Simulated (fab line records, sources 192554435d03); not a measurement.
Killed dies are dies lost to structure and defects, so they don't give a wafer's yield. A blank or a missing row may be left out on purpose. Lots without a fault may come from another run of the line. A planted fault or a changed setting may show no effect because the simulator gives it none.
fab line records | flow n5_finfet
record lots=5 wafers=15 last_day=17
route steps=1938 shown BEOL_M7@1319 BEOL_M8@1332
lots that met no fault: from a run of the same line without faults
start_h: hours from the record's first day to the start of the lot's first wafer shown | wait_h: hours since the lot's step before | " the same as in the row above | L1.1+2: a row that stands for several wafers | - no value, or no start given | * or withheld: withheld | < > ~ a bound
route shown NAME@n: a module of which the file shows steps, and the number in the route of the first | usual: mean/standard deviation of fault-free wafers | same: alike in all rows | chamber/n: place in a boat | sites: the reading at each site | _std_site: their standard deviation | _edge_site: outer sites' mean less inner sites' | radius_mm: how far each site lies from the wafer's centre | mask NAME#n: copy n | behind: the tool/chamber that last shaped the wafer | hold: why the lot was held/for how many hours/how that ended | device: the transistor (n, p or np) that didn't switch | end of line: the same wafers' tests at the end of the route | a step without rows: its recipe alone | killed: dies lost to structure and defects at the first sort, not the wafer's yield | map: a wafer's dies, x killed, . not, _ none there
set.NAME: the setting as run; set.NAME@STEP: as run at that earlier step | model.NAME: the simulator's own value behind a step, which no gauge read
lots at some steps of the route; a table a step, a row a wafer
services: from which hour (start_h, from the record's first day; less than 0 if before it) a tool's chamber was out of use, for how many hours, and why
## steps
# step N5_BEOL_M7_PRE_CLEAN_45
# recipe gas=H2/He time_s=30 temp_c=250
# usual heater_power_w=352/25
# columns lot.wafer tool chamber start_h wait_h heater_power_w
L081.2 pvd_sputter-02 - 224.83 0.0 383
L081.3 " - " " 340
L081.4 " - " " 364
L078.2 pvd_sputter-03 - 237.35 0.0 349
L078.3 " - " " 331
L078.4 " - " " 336
L082.1 pvd_sputter-03 - 237.51 0.0 344
L082.2 " - " " 336
L082.5 " - " " 345
L089.2 pvd_sputter-03 - 286.29 0.0 342
L089.5 " - " " 402
L089.6 " - " " 326
L095.2 pvd_sputter-03 - 336.42 0.0 352
L095.5 " - " " 333
L095.6 " - " " 349
# step N5_BEOL_M7_ALD_77
# recipe material=TaN target_thk_a=20 temp_c=275 ald_precursor_family=PDMAT ald_co_reactant=NH3 pressure_torr=3 carrier_flow_sccm=1500 pulse_time_s=2 purge_time_s=3 co_reactant_purge_time_s=2 co_reactant_pulse_time_s=3 ald_cycles=40 precursor_vessel_temp_c=75 precursor_vessel_pressure_torr=26.25 precursor_vessel_carrier_sccm=1000
# usual heater_power_w=417/46 mfc_carrier_sccm=1500/4.6
# same ald_cycles=40
# columns lot.wafer tool chamber start_h wait_h heater_power_w mfc_carrier_sccm since_wet_clean_h
L081.2 ald_metal-03 1 225.07 0.2 472 1499 4503
L081.3 " 0 " " 489 1495 4503
L081.4 " 2 " " 445 1499 4503
L078.2 ald_metal-04 2 237.41 0.0 413 1498 1439
L078.3 " 1 " " 455 1497 1439
L078.4 " 0 " " 384 1494 1439
L082.1 ald_metal-01 1 237.67 0.1 336 1493 2977
L082.2 " 3 " " 452 1496 2977
L082.5 " 1 " " 328 1500 -
L089.2 ald_metal-03 2 286.58 0.3 437 1506 4565
L089.5 " 0 " " 496 1503 -
L089.6 " 3 " " 343 1501 -
L095.2 ald_metal-01 3 336.50 0.1 439 1500 3076
L095.5 " 2 " " 431 1507 -
L095.6 " 3 " " 440 1499 -
# step N5_BEOL_M7_SURFACE_TREAT_79
# recipe gas=Ar time_s=* ion_energy_ev=* ion_current_ma_cm2=0.5 pressure_mtorr=* ar_flow_sccm=30
# usual throttle_valve_pct=*
# columns lot.wafer tool chamber start_h wait_h throttle_valve_pct
L081.2 pvd_sputter-03 - 225.45 0.2 *
L081.3 " - " " *
L081.4 " - " " *
L078.2 pvd_sputter-03 - 237.75 0.2 *
L078.3 " - " " *
L078.4 " - " " *
L082.1 pvd_sputter-02 - 238.02 0.2 *
L082.2 " - " " *
L082.5 " - " " *
L089.2 pvd_sputter-03 - 287.01 0.3 *
L089.5 " - " " *
L089.6 " - " " *
L095.2 pvd_sputter-03 - 336.94 0.3 *
L095.5 " - " " *
L095.6 " - " " *
# step N5_BEOL_M7_CVD_78
# recipe material=Co target_thk_a=20 temp_c=withheld precursor=CCTBA/H2 pressure_torr=30 time_s=142.3
# columns lot.wafer tool chamber start_h wait_h since_wet_clean_h
L081.2 cvd_co-02 2 225.54 0.1 308
L081.3 " 1 " " 1204
L081.4 " 0 " " -
L078.2 cvd_co-02 1 238.03 0.3 1217
L078.3 " 0 " " 779
L078.4 " 1 " " -
L082.1 cvd_co-01 2 238.08 0.0 539
L082.2 " 0 " " 998
L082.5 " 0 " " -
L089.2 cvd_co-02 2 287.30 0.3 369
L089.5 " 2 " " -
L089.6 " 0 " " -
L095.2 cvd_co-02 0 337.02 0.1 878
L095.5 " 2 " " -
L095.6 " 0 " " -
# step N5_BEOL_M7_SPUTTER_48
# recipe material=Cu target_thk_a=100 temp_c=-20 bias_v=60 power_w=26000 chamber_pressure_pa=0.13 time_s=1.667
# usual throttle_valve_pct=30.3/1.2
# columns lot.wafer tool chamber start_h wait_h throttle_valve_pct
L081.2 pvd_sputter-01 - 225.65 0.1 30.4
L081.3 " - " " 30.4
L081.4 " - " " 31.4
L078.2 pvd_sputter-01 - 238.22 0.1 31.2
L078.3 " - " " 30.7
L078.4 " - " " 30.3
L082.1 pvd_sputter-03 - 238.27 0.1 28.6
L082.2 " - " " 30.5
L082.5 " - " " 31.2
L089.2 pvd_sputter-03 - 287.43 0.1 30.4
L089.5 " - " " 28.9
L089.6 " - " " 31.2
L095.2 pvd_sputter-03 - 337.46 0.4 30.9
L095.5 " - " " 28.7
L095.6 " - " " 28.8
# step N5_BEOL_M7_ECD_50
# recipe material=Cu target_thk_a=3000
# columns lot.wafer tool chamber start_h wait_h
L081.2+3+4 ecd_cu-01 0,1,0 225.77 0.1
L078.2+3+4 ecd_cu-02 0,0,1 238.33 0.1
L082.1+2+5 ecd_cu-01 1,0,0 238.39 0.1
L089.2+5+6 ecd_cu-02 1,0,1 287.55 0.1
L095.2+5+6 ecd_cu-01 0,0,1 337.57 0.1
# step N5_BEOL_M7_ANNEAL_51
# recipe temp_c=225 time_s=90 ambient=N2
# usual wafer_temp_C_max=225.96/0.27
# columns lot.wafer tool chamber start_h wait_h wafer_temp_C_max
L081.2 rtp_anneal-01 0 227.61 1.8 226.19
L081.3 " 0 " " 225.66
L081.4 " 0 " " 225.87
L078.2 rtp_anneal-01 0 238.65 0.3 226.05
L078.3 " 0 " " 225.97
L078.4 " 0 " " 226.00
L082.1 rtp_anneal-02 0 238.66 0.2 225.62
L082.2 " 0 " " 225.98
L082.5 " 0 " " 225.82
L089.2 rtp_anneal-02 0 287.68 0.1 225.75
L089.5 " 0 " " 226.07
L089.6 " 0 " " 225.99
L095.2 rtp_anneal-02 0 337.90 0.3 225.85
L095.5 " 0 " " 226.04
L095.6 " 0 " " 225.88
# step N5_BEOL_M7_CMP_52
# recipe stop_on=SiCOH_lowk t_overpolish_s=6.9 down_force_psi=1 platen_rpm=50 clearing_platen_down_force_psi=1.5 clearing_platen_rpm=50 post_cmp_clean=cu_alkaline target_thk_nm=80 clearing_platen_pad_velocity_m_s=0.99484 pad_velocity_m_s=0.99484
# usual barrier_field_endpoint_s=28.9/0.74 motor_current_A=6.2/0.4 overpolish_run_s=6.899/0.008 time_to_endpoint_s=61.9/2.8
# columns lot.wafer tool chamber start_h wait_h barrier_field_endpoint_s motor_current_A overpolish_run_s time_to_endpoint_s
L081.2 cmp-02 2 228.10 0.4 28.8 6.6 6.889 58.4
L081.4 " 3 " " 29.3 6.3 6.901 61.9
L081.3 " 1 " " 28.2 6.0 6.897 66.0
L078.3 cmp-04 1 238.91 0.2 29.9 6.4 6.902 65.0
L078.4 " 3 " " 29.4 6.2 6.908 64.4
L078.2 " 0 " " 28.2 5.4 6.903 59.4
L082.1 cmp-03 2 239.21 0.5 29.0 6.8 6.894 67.5
L082.2 " 3 " " 28.9 6.6 6.892 64.3
L082.5 " 0 " " 28.8 5.7 6.893 66.3
L089.2 cmp-02 3 288.01 0.3 27.5 6.3 6.894 55.5
L089.5 " 1 " " 28.0 5.7 6.893 61.1
L089.6 " 2 " " 28.7 6.3 6.901 59.0
L095.2 cmp-04 2 338.19 0.2 29.0 6.3 6.889 59.6
L095.6 " 1 " " 29.5 6.3 6.904 60.0
L095.5 " 2 " " 29.2 6.3 6.905 61.1
# step N5_BEOL_M7_THK_MEAS_53
# recipe thk_meas_gauge=xrf reads=Cu_of_BEOL_M7_ECD_50
# usual M7_THK=79.8/1.9
# columns lot.wafer tool chamber start_h wait_h M7_THK[nm]
L081.2 film_metro-01 - 228.40 - 79.0
L081.3 " - " " 79.7
L081.4 " - " " 80.7
L078.2 film_metro-01 - 239.21 - 77.3
L078.3 " - " " 82.1
L078.4 " - " " 77.2
L082.1 film_metro-01 - 239.43 - 76.8
L082.2 " - " " 82.7
L082.5 " - " " 77.7
L089.2 film_metro-01 - 288.23 - 78.7
L089.5 " - " " 80.3
L089.6 " - " " 79.4
L095.2 film_metro-01 - 338.45 - 80.5
L095.5 " - " " 80.6
L095.6 " - " " 79.4
# step N5_BEOL_M7_PRE_CLEAN_55
# recipe gas=NH3 time_s=15 temp_c=withheld rf_power_w=300
# columns lot.wafer tool chamber start_h wait_h since_wet_clean_h
L081.2 pecvd-04 0 228.43 0.0 751
L081.3 " 1 " " -
L081.4 " 0 " " -
L078.2 pecvd-02 1 239.24 0.0 1849
L078.3 " 2 " " 370
L078.4 " 2 " " -
L082.1 pecvd-03 2 239.47 0.0 189
L082.2 " 1 " " 1668
L082.5 " 0 " " -
L089.2 pecvd-04 2 288.27 0.0 57
L089.5 " 2 " " -
L089.6 " 1 " " -
L095.2 pecvd-03 2 338.49 0.0 288
L095.5 " 0 " " -
L095.6 " 2 " " -
# step N5_BEOL_M7_DEP_56
# recipe material=SiCN target_thk_a=100 temp_c=withheld precursor=3MS/NH3 pressure_torr=3 rf_w=202 time_s=17.5
# usual showerhead_plenum_p_Torr=3.669/0.014 throttle_valve_pct=9.0/0.45
# columns lot.wafer tool chamber start_h wait_h showerhead_plenum_p_Torr since_wet_clean_h throttle_valve_pct
L081.2 pecvd-04 0 228.47 0.0 3.675 751 9.9
L081.3 " 1 " " 3.675 - 9.9
L081.4 " 0 " " 3.670 - 9.7
L078.2 pecvd-02 1 239.27 0.0 3.664 1849 8.8
L078.3 " 2 " " 3.677 370 8.8
L078.4 " 2 " " 3.671 - 8.8
L082.1 pecvd-03 2 239.50 0.0 3.681 189 8.9
L082.2 " 1 " " 3.694 1668 8.6
L082.5 " 0 " " 3.653 - 9.4
L089.2 pecvd-04 2 288.29 0.0 3.680 57 8.3
L089.5 " 2 " " 3.672 - 8.5
L089.6 " 1 " " 3.683 - 9.3
L095.2 pecvd-03 2 338.51 0.0 3.674 288 9.3
L095.5 " 0 " " 3.655 - 9.3
L095.6 " 2 " " 3.669 - 9.4
# step N5_BEOL_M7_RS_MEAS_57
# recipe thk_meas_gauge=four-point-probe reads=Cu_of_BEOL_M7_ECD_50+Co_of_BEOL_M7_CVD_78+TaN_of_BEOL_M7_ALD_77
# usual M7_RS=0.291/0.0077
# columns lot.wafer tool chamber start_h wait_h M7_RS[ohm/sq]
L081.2 film_metro-01 - 228.56 0.1 0.293
L081.3 " - " " 0.291
L081.4 " - " " 0.288
L078.2 film_metro-01 - 239.34 0.1 0.301
L078.3 " - " " 0.281
L078.4 " - " " 0.301
L082.1 film_metro-01 - 239.56 0.1 0.303
L082.2 " - " " 0.281
L082.5 " - " " 0.301
L089.2 film_metro-01 - 288.36 0.1 0.299
L089.5 " - " " 0.290
L089.6 " - " " 0.296
L095.2 film_metro-02 - 338.58 0.1 0.288
L095.5 " - " " 0.288
L095.6 " - " " 0.291
# step N5_BEOL_M7_INSPECT_58
# recipe inspect_instrument=darkfield mode=post_dep
# usual raw_defect_count=72/23
# columns lot.wafer tool chamber start_h wait_h raw_defect_count
L081.2 defect_inspect-01 - 228.58 0.0 96
L081.3 " - " " 54
L081.4 " - " " 47
L078.2 defect_inspect-02 - 239.36 0.0 59
L078.3 " - " " 48
L078.4 " - " " 49
L082.1 defect_inspect-02 - 239.59 0.0 59
L082.2 " - " " 72
L082.5 " - " " 82
L089.2 defect_inspect-02 - 288.39 0.0 49
L089.5 " - " " 71
L089.6 " - " " 55
L095.2 defect_inspect-02 - 338.61 0.0 75
L095.5 " - " " 70
L095.6 " - " " 56
# step N5_BEOL_M8_ILD_DEP_00
# recipe material=SiCOH_lowk target_thk_a=1797.5 temp_c=300 precursor=DEMS/porogen pressure_torr=5 rf_w=500 time_s=33.4
# usual heater_power_w=328/52 showerhead_plenum_p_Torr=5.738/0.013 throttle_valve_pct=14.1/0.98
# columns lot.wafer tool chamber start_h wait_h heater_power_w showerhead_plenum_p_Torr since_wet_clean_h throttle_valve_pct
L081.2 pecvd-01 1 228.62 0.0 366 5.733 2020 16.0
L081.3 " 0 " " 369 5.734 1295 14.0
L081.4 " 1 " " 372 5.744 - 15.5
L078.2 pecvd-02 1 239.40 0.0 346 5.738 1850 13.2
L078.3 " 0 " " 381 5.741 1125 14.1
L078.4 " 2 " " 285 5.754 - 13.6
L082.1 pecvd-01 2 239.63 0.0 288 5.723 517 13.3
L082.2 " 1 " " 404 5.747 2031 15.6
L082.5 " 2 " " 292 5.740 - 13.3
L089.2 pecvd-01 0 288.42 0.0 314 5.739 1355 13.5
L089.5 " 1 " " 363 5.755 - 15.9
L089.6 " 2 " " 317 5.729 - 13.3
L095.2 pecvd-01 2 338.64 0.0 311 5.732 616 13.1
L095.5 " 2 " " 316 5.718 - 13.5
L095.6 " 1 " " 390 5.729 - 15.6
# step N5_BEOL_M8_CURE_74
# recipe temp_c=385 time_s=240 ambient=He/Ar material=SiCOH_lowk
# usual lamp_power_pct=52.32/0.057 wafer_temp_C_max=387.2/0.71
# columns lot.wafer tool chamber start_h wait_h lamp_power_pct wafer_temp_C_max
L081.2 uv_cure-01 0 229.29 0.6 52.31 387.3
L081.3 " 0 " " 52.32 387.7
L081.4 " 0 " " 52.37 387.6
L078.2 uv_cure-02 1 239.55 0.1 52.29 387.4
L078.3 " 1 " " 52.32 387.0
L078.4 " 1 " " 52.28 388.0
L082.1 uv_cure-01 0 239.69 0.0 52.35 388.0
L082.2 " 0 " " 52.29 387.8
L082.5 " 0 " " 52.31 386.8
L089.2 uv_cure-02 0 288.57 0.1 52.38 387.1
L089.5 " 0 " " 52.26 386.9
L089.6 " 0 " " 52.44 387.0
L095.2 uv_cure-03 1 338.79 0.1 52.39 387.8
L095.5 " 1 " " 52.32 388.1
L095.6 " 1 " " 52.21 387.4
# step N5_BEOL_M8_THK_MEAS_01
# recipe reads=SiCOH_lowk_of_BEOL_M8_ILD_DEP_00
# usual M8_ILD_THK=155.5/2.4
# columns lot.wafer tool chamber start_h wait_h M8_ILD_THK[nm]
L081.2 film_metro-02 - 229.72 0.4 153.2
L081.3 " - " " 151.4
L081.4 " - " " 157.1
L078.2 film_metro-01 - 239.98 0.4 154.8
L078.3 " - " " 155.7
L078.4 " - " " 156.0
L082.1 film_metro-01 - 240.20 0.4 155.4
L082.2 " - " " 151.1
L082.5 " - " " 156.8
L089.2 film_metro-02 - 289.02 0.4 154.0
L089.5 " - " " 156.6
L089.6 " - " " 159.0
L095.2 film_metro-01 - 339.22 0.4 153.7
L095.5 " - " " 158.0
L095.6 " - " " 155.4
# step N5_BEOL_M8_PECVD_70
# recipe material=SiO2 target_thk_a=200 temp_c=400 precursor=TEOS/O2 pressure_torr=5.5 rf_w=450 teos_flow_sccm=53.8 gas=O2 flow_sccm=3000 time_s=22.7
# usual heater_power_w=695/120 showerhead_plenum_p_Torr=8.80/0.04 throttle_valve_pct=23.0/1.6
# columns lot.wafer tool chamber start_h wait_h heater_power_w showerhead_plenum_p_Torr since_wet_clean_h throttle_valve_pct
L081.2 pecvd-02 2 229.76 0.0 734 8.87 361 21.7
L081.3 " 1 " " 747 8.77 1840 21.6
L081.4 " 2 " " 749 8.85 - 21.4
L078.2 pecvd-04 1 240.02 0.0 820 8.85 1488 24.3
L078.3 " 2 " " 611 8.82 9 20.8
L078.4 " 0 " " 501 8.83 - 24.5
L082.1 pecvd-04 0 240.24 0.0 524 8.80 763 24.5
L082.2 " 1 " " 811 8.85 1488 24.1
L082.5 " 0 " " 518 8.83 - 24.5
L089.2 pecvd-04 1 289.05 0.0 833 8.85 1537 24.4
L089.5 " 1 " " 821 8.85 - 24.2
L089.6 " 2 " " 542 8.79 - 20.9
L095.2 pecvd-04 0 339.26 0.0 580 8.82 862 24.6
L095.5 " 0 " " 576 8.81 - 25.0
L095.6 " 1 " " 841 8.85 - 24.3
# step N5_BEOL_M8_HM_DEP_02
# recipe material=TiN target_thk_a=200 temp_c=25 chamber_pressure_pa=0.49996
# usual throttle_valve_pct=30.5/1.1
# columns lot.wafer tool chamber start_h wait_h throttle_valve_pct
L081.2 pvd_sputter-01 - 230.64 0.9 31.3
L081.3 " - " " 32.5
L081.4 " - " " 30.2
L078.2 pvd_sputter-02 - 240.72 0.7 30.9
L078.3 " - " " 30.2
L078.4 " - " " 29.6
L082.1 pvd_sputter-02 - 240.82 0.6 30.6
L082.2 " - " " 30.0
L082.5 " - " " 30.9
L089.2 pvd_sputter-01 - 290.22 1.1 32.9
L089.5 " - " " 30.5
L089.6 " - " " 31.1
L095.2 pvd_sputter-03 - 343.20 3.9 28.7
L095.5 " - " " 31.4
L095.6 " - " " 28.9
# step N5_BEOL_M8_COAT_59
# recipe resist=SOC temp_c=250 time_s=60 spin_rpm=1500 resist_thk_nm=100
# columns lot.wafer tool chamber start_h wait_h
L081.2+3+4 litho_track-02 0 230.76 0.1
L078.2+3+4 litho_track-02 0 240.85 0.1
L082.1+2+5 litho_track-05 0 240.95 0.1
L089.2+5+6 litho_track-02 0 290.35 0.1
L095.2+5+6 litho_track-02 0 343.33 0.1
# step N5_BEOL_M8_COAT_60
# recipe resist=SiARC temp_c=220 time_s=60 spin_rpm=1500 resist_thk_nm=35
# columns lot.wafer tool chamber start_h wait_h
L081.2+3+4 litho_track-02 0 - -
L078.2+3+4 litho_track-02 0 - -
L082.1+2+5 litho_track-05 0 - -
L089.2+5+6 litho_track-02 0 - -
L095.2+5+6 litho_track-02 0 - -
# step N5_BEOL_M8_COAT_05
# recipe resist=CAR-ArF spin_rpm=1500 resist_thk_nm=90
# columns lot.wafer tool chamber start_h wait_h
L081.2+3+4 litho_track-02 0 - -
L078.2+3+4 litho_track-02 0 - -
L082.1+2+5 litho_track-05 0 - -
L089.2+5+6 litho_track-02 0 - -
L095.2+5+6 litho_track-02 0 - -
# step N5_BEOL_M8_EBR_07
# recipe solvent=PGMEA ebr_width_mm=1.5
# columns lot.wafer tool chamber start_h wait_h
L081.2+3+4 litho_track-02 0 - -
L078.2+3+4 litho_track-02 0 - -
L082.1+2+5 litho_track-05 0 - -
L089.2+5+6 litho_track-02 0 - -
L095.2+5+6 litho_track-02 0 - -
# step N5_BEOL_M8_SOFTBAKE_06
# recipe temp_c=110 time_s=60 resist=CAR-ArF
# columns lot.wafer tool chamber start_h wait_h
L081.2+3+4 litho_track-02 0 - -
L078.2+3+4 litho_track-02 0 - -
L082.1+2+5 litho_track-05 0 - -
L089.2+5+6 litho_track-02 0 - -
L095.2+5+6 litho_track-02 0 - -
# step N5_BEOL_M8_EXPOSE_08
# recipe mask_id=M8 na=1.35 source_shape=dipole sigma_inner=0.817 sigma_outer=0.97 polarization=te dose_mj=68.25
# columns lot.wafer tool chamber start_h wait_h mask
L081.2+3+4 arfi_scanner-03 0 230.89 - M8#0
L078.2+3+4 arfi_scanner-03 0 241.10 - M8#0
L082.1+2+5 arfi_scanner-02 0 241.26 - M8#0
L089.2+5+6 arfi_scanner-03 0 290.60 - M8#0
L095.2+5+6 arfi_scanner-02 0 343.58 - M8#0
# step N5_BEOL_M8_PEB_09
# recipe peb_temp_c=withheld peb_time_s=60 resist=CAR-ArF
# same peb_time_s=60
# columns lot.wafer tool chamber start_h wait_h
L081.2+3+4 litho_track-05 0 230.94 0.0
L078.2+3+4 litho_track-02 0 241.15 0.0
L082.1+2+5 litho_track-04 0 241.32 0.1
L089.2+5+6 litho_track-04 0 290.66 0.0
L095.2+5+6 litho_track-05 0 343.64 0.0
# step N5_BEOL_M8_DEVELOP_10
# recipe develop_time_s=30 developer=TMAH resist=CAR-ArF rinse_liquid=diw dry=air_spin dev_temp_c=23
# columns lot.wafer tool chamber start_h wait_h
L081.2+3+4 litho_track-05 0 - -
L078.2+3+4 litho_track-02 0 - -
L082.1+2+5 litho_track-04 0 - -
L089.2+5+6 litho_track-04 0 - -
L095.2+5+6 litho_track-05 0 - -
# step N5_BEOL_M8_CD_MEAS_11
# recipe target_cd_nm=38.5 landing_energy_ev=500 detector=se_inlens polarity=opening
# usual cd_nm=38.2/0.49
# same landing_energy_ev=500
# columns lot.wafer tool chamber start_h wait_h cd_nm
L081.2 cd_sem-02 0 231.01 - 38.3
L081.3 " 0 " " 39.5
L081.4 " 0 " " 38.4
L078.2 cd_sem-02 0 241.22 - 37.7
L078.3 " 0 " " 38.1
L078.4 " 0 " " 37.9
L082.1 cd_sem-01 0 241.38 - 39.1
L082.2 " 0 " " 38.8
L082.5 " 0 " " 38.4
L089.2 cd_sem-01 0 290.72 - 38.7
L089.5 " 0 " " 38.2
L089.6 " 0 " " 38.3
L095.2 cd_sem-02 0 343.70 - 37.9
L095.5 " 0 " " 38.7
L095.6 " 0 " " 38.5
# step N5_BEOL_M8_OVL_MEAS_12
# recipe points_per_wafer=44
# usual M8_OVL=0.3/0.62
# columns lot.wafer tool chamber start_h wait_h M8_OVL[nm]
L081.2 overlay-02 0 231.04 0.0 0.3
L081.3 " 0 " " 0.4
L081.4 " 0 " " 0.6
L078.2 overlay-02 0 241.25 0.0 -0.8
L078.3 " 0 " " 0.0
L078.4 " 0 " " 0.5
L082.1 overlay-01 0 241.41 0.0 -0.2
L082.2 " 0 " " 1.0
L082.5 " 0 " " 0.0
L089.2 overlay-02 0 290.75 0.0 -0.1
L089.5 " 0 " " 0.5
L089.6 " 0 " " 0.2
L095.2 overlay-02 0 343.73 0.0 -0.6
L095.5 " 0 " " 0.0
L095.6 " 0 " " -0.5
# step N5_BEOL_M8_INSPECT_13
# recipe mode=adi inspect_instrument=brightfield
# usual raw_defect_count=403/90
# columns lot.wafer tool chamber start_h wait_h raw_defect_count
L081.2 defect_inspect-02 - 231.06 0.0 499
L081.3 " - " " 472
L081.4 " - " " 580
L078.2 defect_inspect-01 - 241.27 0.0 513
L078.3 " - " " 407
L078.4 " - " " 481
L082.1 defect_inspect-01 - 241.44 0.0 420
L082.2 " - " " 483
L082.5 " - " " 387
L089.2 defect_inspect-02 - 290.78 0.0 361
L089.5 " - " " 529
L089.6 " - " " 378
L095.2 defect_inspect-02 - 343.76 0.0 467
L095.5 " - " " 352
L095.6 " - " " 303
# step N5_BEOL_M8_DESCUM_16
# recipe chemistry=O2 time_s=7.9 source_power_w=50 bias_power_w=20 pressure_mtorr=20 rf_frequency_hz=2.712e+07 temp_c=40 resist=CAR-ArF o2_flow_sccm=225
# usual drypump_motor_current_A=5.6/0.52 oes_product_au=0.78/0.088 rf_vpp_V=242.7/1.4 showerhead_plenum_p_Torr=2.07/0.073 throttle_valve_pct=20.54/0.21
# columns lot.wafer tool chamber start_h wait_h drypump_motor_current_A oes_product_au rf_hours_counter_h rf_vpp_V showerhead_plenum_p_Torr throttle_valve_pct
L081.2 rie_diel-04 3 231.14 0.1 4.9 0.72 178 242.2 2.00 20.76
L081.3 " 2 " " 4.9 0.69 223 243.6 2.16 20.56
L081.4 " 1 " " 5.8 0.83 64 243.5 2.12 20.64
L078.2 rie_diel-05 0 241.33 0.1 5.7 0.71 205 243.2 2.08 20.84
L078.3 " 3 " " 5.4 0.74 189 242.7 2.08 20.54
L078.4 " 1 " " 6.1 0.71 222 243.5 1.96 20.66
L082.1 rie_diel-04 0 241.47 0.0 6.0 0.74 156 244.2 2.18 20.51
L082.2 " 2 " " 4.9 0.70 227 243.0 2.16 20.59
L082.5 " 2 " " 4.8 0.69 - 242.9 2.16 20.57
L089.2 rie_diel-04 3 290.81 0.0 4.9 0.70 197 242.5 2.00 20.78
L089.5 " 0 " " 6.0 0.72 - 244.7 2.17 20.57
L089.6 " 3 " " 4.9 0.69 - 241.6 2.00 20.78
L095.2 rie_diel-04 2 344.20 0.4 4.9 1.03 1 244.4 2.15 20.19
L095.5 " 2 " " 4.9 1.03 - 243.6 2.15 20.17
L095.6 " 1 " " 5.8 0.80 - 242.8 2.10 20.70
# step N5_BEOL_M8_ETCH_61
# recipe chemistry=CF4 target=SiARC target_depth_a=455 mask_material=CAR-ArF time_s=75.8 ion_energy_ev=80 pressure_mtorr=40 source_w=545 bias_w=36 Ar_flow_sccm=100 cf4_flow_sccm=100 ends=cleared
# usual drypump_motor_current_A=5.6/0.52 etch_rf_on_time_s=74.8/2.1 oes_product_au=0.67/0.074 rf_vpp_V=183.8/1.3 showerhead_plenum_p_Torr=2.11/0.073 throttle_valve_pct=15.69/0.23
# columns lot.wafer tool chamber start_h wait_h drypump_motor_current_A etch_rf_on_time_s oes_product_au rf_hours_counter_h rf_vpp_V showerhead_plenum_p_Torr throttle_valve_pct
L081.2 rie_diel-04 3 231.17 0.0 4.9 74.1 0.61 178 182.4 2.05 15.86
L081.3 " 2 " " 4.9 79.1 0.59 223 183.9 2.20 15.77
L081.4 " 1 " " 5.8 74.4 0.73 64 185.0 2.18 15.80
L078.2 rie_diel-05 0 241.36 0.0 5.8 77.2 0.62 205 183.6 2.11 15.95
L078.3 " 3 " " 5.4 71.5 0.65 189 183.5 2.12 15.62
L078.4 " 1 " " 6.1 71.9 0.62 222 183.1 2.02 15.98
L082.1 rie_diel-04 0 241.51 0.0 6.1 74.9 0.63 156 185.3 2.23 15.78
L082.2 " 2 " " 4.9 80.4 0.58 227 184.9 2.20 15.77
L082.5 " 2 " " 4.9 80.3 0.58 - 184.7 2.20 15.77
L089.2 rie_diel-04 3 290.85 0.0 4.9 74.2 0.61 197 182.6 2.04 15.92
L089.5 " 0 " " 6.0 75.1 0.62 - 184.1 2.22 15.81
L089.6 " 3 " " 4.9 74.0 0.60 - 184.0 2.04 15.90
L095.2 rie_diel-04 2 344.24 0.0 4.9 74.8 0.87 1 185.0 2.19 15.30
L095.5 " 2 " " 4.9 75.0 0.87 - 185.2 2.19 15.30
L095.6 " 1 " " 5.8 73.5 0.69 - 184.3 2.16 15.87
# step N5_BEOL_M8_ETCH_62
# recipe chemistry=N2/H2 target=SOC target_depth_a=1100 overetch_a=220 mask_material=SiARC temp_c=40 time_s=165 ion_energy_ev=200 pressure_mtorr=30 source_w=840 bias_w=150 n2_flow_sccm=200 h2_flow_sccm=200
# usual drypump_motor_current_A=5.6/0.52 oes_product_au=0.66/0.071 rf_vpp_V=523.1/2.7 showerhead_plenum_p_Torr=2.51/0.093 throttle_valve_pct=17.92/0.24
# columns lot.wafer tool chamber start_h wait_h drypump_motor_current_A oes_product_au rf_hours_counter_h rf_vpp_V showerhead_plenum_p_Torr throttle_valve_pct
L081.2 rie_diel-04 3 231.23 0.0 4.9 0.60 178 521.2 2.43 18.13
L081.3 " 2 " " 4.9 0.60 223 526.2 2.62 17.90
L081.4 " 1 " " 5.8 0.71 64 525.4 2.58 18.06
L078.2 rie_diel-05 0 241.42 0.0 5.7 0.61 205 523.1 2.52 18.29
L078.3 " 3 " " 5.4 0.62 189 521.9 2.50 17.70
L078.4 " 1 " " 6.1 0.60 222 520.3 2.40 18.11
L082.1 rie_diel-04 0 241.56 0.0 6.1 0.62 156 525.7 2.66 18.15
L082.2 " 2 " " 4.9 0.59 227 526.5 2.62 17.90
L082.5 " 2 " " 4.9 0.60 - 526.2 2.62 17.89
L089.2 rie_diel-04 3 290.90 0.0 4.9 0.59 197 521.8 2.42 18.17
L089.5 " 0 " " 6.0 0.61 - 527.0 2.65 18.18
L089.6 " 3 " " 4.9 0.60 - 521.3 2.42 18.16
L095.2 rie_diel-04 2 344.29 0.0 4.9 0.84 1 526.1 2.60 17.46
L095.5 " 2 " " 4.9 0.85 - 525.4 2.60 17.48
L095.6 " 1 " " 5.8 0.68 - 524.3 2.56 18.13
# step N5_BEOL_M8_STRIP_68
# recipe chemistry=N2/H2 temp_c=40 n2_flow_sccm=200 h2_flow_sccm=200 rf_frequency_hz=6e+07
# columns lot.wafer tool chamber start_h wait_h
L081.2+3+4 rie_diel-04 3,2,1 231.37 0.1
L078.2+3+4 rie_diel-05 0,3,1 241.56 0.1
L082.1+2+5 rie_diel-04 0,2,2 241.70 0.1
L089.2+5+6 rie_diel-04 3,0,3 291.04 0.1
L095.2+5+6 rie_diel-04 2,2,1 344.43 0.1
## services
# columns tool chamber start_h hours kind
arfi_scanner-02 - 201.43 4.9 pm
uv_cure-02 - 201.50 1.0 pm
cmp-02 - 202.31 4.0 pm
arfi_scanner-03 - 208.31 1.0 pm
pecvd-01 1 216.04 4.4 repair
rie_diel-05 - 219.24 0.6 repair
pecvd-02 - 228.51 0.7 repair
rtp_anneal-02 - 232.48 3.3 pm
arfi_scanner-03 - 233.13 1.3 repair
pvd_sputter-02 - 238.19 1.5 repair
rie_diel-05 1 249.20 16.5 repair
cvd_co-02 - 268.73 0.5 repair
pecvd-04 - 275.15 6.0 pm
arfi_scanner-03 - 275.92 1.3 pm
pecvd-02 2 276.66 6.6 repair
rie_diel-04 3 277.18 5.2 repair
pvd_sputter-02 - 285.64 5.0 repair
pecvd-02 - 286.30 0.9 repair
arfi_scanner-03 - 310.66 2.0 repair
pecvd-03 - 311.16 3.1 repair
pecvd-01 1 320.58 8.3 repair
arfi_scanner-03 - 328.13 0.8 pm
rie_diel-04 - 328.49 15.6 pm
pvd_sputter-03 - 338.72 1.8 repair
## key
fault none
